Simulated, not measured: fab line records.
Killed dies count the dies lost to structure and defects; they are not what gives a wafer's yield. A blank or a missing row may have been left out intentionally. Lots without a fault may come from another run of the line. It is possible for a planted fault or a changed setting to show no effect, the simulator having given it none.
Split-lot trial :: flow n5_finfet :: 21 wafers read across 7 lots, on a route 1938 steps long

ON THE SPLIT
At N5_BEOL_M5_TRENCH_ETCH_37 (etches SiCOH lowk in C4F6/O2, target depth 71.652 nm, time 24.7 s), the setting time_s was moved away from the recipe's 24.7 s on 8 of the 21 wafers read, by -18.1% to +11.5%. The other wafers ran this setting at the recipe's value.

The reading comes from the split's own step.

THE READING
BEOL_M5.feature_depth_nm (the simulator's own value, which no gauge read), in nm, at N5_BEOL_M5_TRENCH_ETCH_37 (etches SiCOH lowk in C4F6/O2, target depth 71.652 nm, time 24.7 s). There is no usual value for it anywhere in the file. Across the 13 wafers here that went through the recipe, the average is 71.2 nm and the standard deviation 1.5 nm.

wafer: L075.1
tool, chamber at the split: rie_diel-04, 2
time_s as run, s: 22.49
against the recipe: -8.9%
BEOL_M5.feature_depth_nm, nm: 64.6
against lot-mates on the recipe: -4.9

wafer: L075.3
tool, chamber at the split: rie_diel-04, 1
time_s as run, s: 24.7
against the recipe: recipe
BEOL_M5.feature_depth_nm, nm: 69.8
against lot-mates on the recipe: -

wafer: L075.6
tool, chamber at the split: rie_diel-04, 1
time_s as run, s: 24.7
against the recipe: recipe
BEOL_M5.feature_depth_nm, nm: 69.2
against lot-mates on the recipe: -

wafer: L080.2
tool, chamber at the split: rie_diel-04, 0
time_s as run, s: 27.51
against the recipe: +11.4%
BEOL_M5.feature_depth_nm, nm: 77.6
against lot-mates on the recipe: +6.8

wafer: L080.4
tool, chamber at the split: rie_diel-04, 2
time_s as run, s: 24.7
against the recipe: recipe
BEOL_M5.feature_depth_nm, nm: 70.8
against lot-mates on the recipe: -

wafer: L080.6
tool, chamber at the split: rie_diel-04, 2
time_s as run, s: 27.51
against the recipe: +11.4%
BEOL_M5.feature_depth_nm, nm: 78.8
against lot-mates on the recipe: +8.0

wafer: L082.2
tool, chamber at the split: rie_diel-04, 0
time_s as run, s: 20.5
against the recipe: -17.0%
BEOL_M5.feature_depth_nm, nm: 57.2
against lot-mates on the recipe: -12.3

wafer: L082.4
tool, chamber at the split: rie_diel-04, 2
time_s as run, s: 24.7
against the recipe: recipe
BEOL_M5.feature_depth_nm, nm: 69.4
against lot-mates on the recipe: -

wafer: L082.6
tool, chamber at the split: rie_diel-04, 1
time_s as run, s: 24.7
against the recipe: recipe
BEOL_M5.feature_depth_nm, nm: 69.6
against lot-mates on the recipe: -

wafer: L091.3
tool, chamber at the split: rie_diel-02, 2
time_s as run, s: 24.7
against the recipe: recipe
BEOL_M5.feature_depth_nm, nm: 70.4
against lot-mates on the recipe: -

wafer: L091.4
tool, chamber at the split: rie_diel-02, 0
time_s as run, s: 20.78
against the recipe: -15.9%
BEOL_M5.feature_depth_nm, nm: 62
against lot-mates on the recipe: -9.5

wafer: L091.5
tool, chamber at the split: rie_diel-02, 3
time_s as run, s: 24.7
against the recipe: recipe
BEOL_M5.feature_depth_nm, nm: 72.6
against lot-mates on the recipe: -

wafer: L097.1
tool, chamber at the split: rie_diel-02, 1
time_s as run, s: 27.53
against the recipe: +11.5%
BEOL_M5.feature_depth_nm, nm: 78.8
against lot-mates on the recipe: +7.3

wafer: L097.3
tool, chamber at the split: rie_diel-02, 2
time_s as run, s: 24.7
against the recipe: recipe
BEOL_M5.feature_depth_nm, nm: 70.6
against lot-mates on the recipe: -

wafer: L097.6
tool, chamber at the split: rie_diel-02, 3
time_s as run, s: 24.7
against the recipe: recipe
BEOL_M5.feature_depth_nm, nm: 72.4
against lot-mates on the recipe: -

wafer: L094.2
tool, chamber at the split: rie_diel-06, 1
time_s as run, s: 20.24
against the recipe: -18.1%
BEOL_M5.feature_depth_nm, nm: 58
against lot-mates on the recipe: -15.6

wafer: L094.3
tool, chamber at the split: rie_diel-06, 3
time_s as run, s: 20.24
against the recipe: -18.1%
BEOL_M5.feature_depth_nm, nm: 58.4
against lot-mates on the recipe: -15.2

wafer: L094.4
tool, chamber at the split: rie_diel-06, 0
time_s as run, s: 24.7
against the recipe: recipe
BEOL_M5.feature_depth_nm, nm: 73.6
against lot-mates on the recipe: -

wafer: L096.1
tool, chamber at the split: rie_diel-06, 3
time_s as run, s: 24.7
against the recipe: recipe
BEOL_M5.feature_depth_nm, nm: 71.6
against lot-mates on the recipe: -

wafer: L096.2
tool, chamber at the split: rie_diel-06, 1
time_s as run, s: 24.7
against the recipe: recipe
BEOL_M5.feature_depth_nm, nm: 71.6
against lot-mates on the recipe: -

wafer: L096.3
tool, chamber at the split: rie_diel-06, 0
time_s as run, s: 24.7
against the recipe: recipe
BEOL_M5.feature_depth_nm, nm: 74
against lot-mates on the recipe: -

FIT RESULTS
A straight line over all 21 wafers: BEOL_M5.feature_depth_nm changes by +0.692 nm for each +1% of time_s; r = +0.97; the points scatter about the line by 1.5 nm.
The same after taking each lot's own level away (the mean of its wafers on the recipe; 21 wafers): +0.724 nm for each +1%; r = +0.98; scatter 1.2 nm.
On that fit, the largest move of time_s shifts the reading by 13 nm.
Across the lots, their own levels run from 69.50 to 73.60 nm, a range of 2.7 times the standard deviation given above.
Consequently the slope shifts little with the lot-to-lot level, the two slopes agreeing.
Check: with one of the wafers moved furthest among these (-18.1%) left out of the fit, the line predicts -12.6 nm for it against its lot-mates. It came out at -15.6 nm against them.

OTHER SPLITS ON THESE WAFERS
These wafers also went through other splits before the reading. Each is held against what the fit with the lots' levels taken away leaves over:
other split on the same wafers: N5_BEOL_M2_EXPOSE_08 dose_mj
wafers away from the commonest value: 9
r with BEOL_M5.feature_depth_nm (lot level and that fit taken away): -0.11

other split on the same wafers: N5_BEOL_M4_ILD_DEP_00 time_s
wafers away from the commonest value: 8
r with BEOL_M5.feature_depth_nm (lot level and that fit taken away): +0.18

other split on the same wafers: N5_BEOL_M4_PECVD_72 time_s
wafers away from the commonest value: 7
r with BEOL_M5.feature_depth_nm (lot level and that fit taken away): -0.21

other split on the same wafers: N5_BEOL_M4_ETCH_70 time_s
wafers away from the commonest value: 8
r with BEOL_M5.feature_depth_nm (lot level and that fit taken away): +0.30

THE WHOLE CHAIN: every reading that the file lists as answering this split, in the file's order
step: N5_BEOL_M5_TRENCH_ETCH_37
what it does: etches SiCOH lowk in C4F6/O2, target depth 71.652 nm, time 24.7 s
reading: etch.depth_nm (the simulator's own value, which no gauge read)
change (the file's fit): +0.707 nm for each +1% of the setting
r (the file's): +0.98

step: N5_BEOL_M5_TRENCH_ETCH_37
what it does: etches SiCOH lowk in C4F6/O2, target depth 71.652 nm, time 24.7 s
reading: BEOL_M5.feature_depth_nm (the simulator's own value, which no gauge read)
change (the file's fit): +0.703 nm for each +1% of the setting
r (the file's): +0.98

THE FILE'S OWN FIT
BEOL_M5.feature_depth_nm changes by +0.703 nm for each +1% of time_s, r = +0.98.
